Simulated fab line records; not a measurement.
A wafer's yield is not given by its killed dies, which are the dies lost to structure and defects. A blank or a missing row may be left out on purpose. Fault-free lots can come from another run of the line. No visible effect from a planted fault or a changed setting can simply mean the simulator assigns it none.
Chamber matching | flow n5_finfet | N5_HKMG_FIN_CMP_94 on cmp-03 has 4 sister chambers
The step polishes, stops on SiNx, t overpolish 4.7 s, target thk 43.299 nm. 4 wafers are shown with their chamber, then 9 later ones without.

## WAFERS WITH THEIR CHAMBER
wafer  | chamber | motor_current_A (A)
L085.6 | 1       | 11.1
L088.2 | 0       | 13.4
L088.3 | 2       | 12.2
L088.4 | 3       | 11.0

## WAFERS MISSING THEIR CHAMBER
wafer  | motor_current_A (A)
L090.3 | 12.1
L090.4 | 14.3
L090.5 | 12.7
L091.1 | 11.4
L091.2 | 11.8
L091.4 | 14.3
L093.3 | 13.1
L093.4 | 12.7
L093.6 | 10.9

## WHICH CHAMBER EACH ONE RAN IN
wafer  | from the rows above          | in truth
L090.3 | can't be placed: 2 or 1 or 3 | 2
L090.4 | 0                            | 0
L090.5 | can't be placed: 2 or 0      | 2
L091.1 | can't be placed: 1 or 3 or 2 | 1
L091.2 | can't be placed: 2 or 1 or 3 | 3
L091.4 | 0                            | 0
L093.3 | can't be placed: 0 or 2      | 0
L093.4 | can't be placed: 2 or 0      | 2
L093.6 | can't be placed: 3 or 1      | 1
Placed correctly: 2 of 9. From these rows, 7 cannot be placed; in 7 the true chamber is one of the candidates. 0 placed wrongly.
How it was worked out, from the rows above alone: a wafer's distance from a chamber is the root of the sum, over the readings, of the square of ((its reading less the chamber's mean) divided by the reading's scatter). The wafer belongs to the nearest chamber; if the next one is less than 2 further off, it can't be placed. For every chamber, the mean is computed from those of its wafers that are shown. The scatter: root of mean squared gap, hidden wafer to nearest shown wafer, with one shown wafer a chamber.
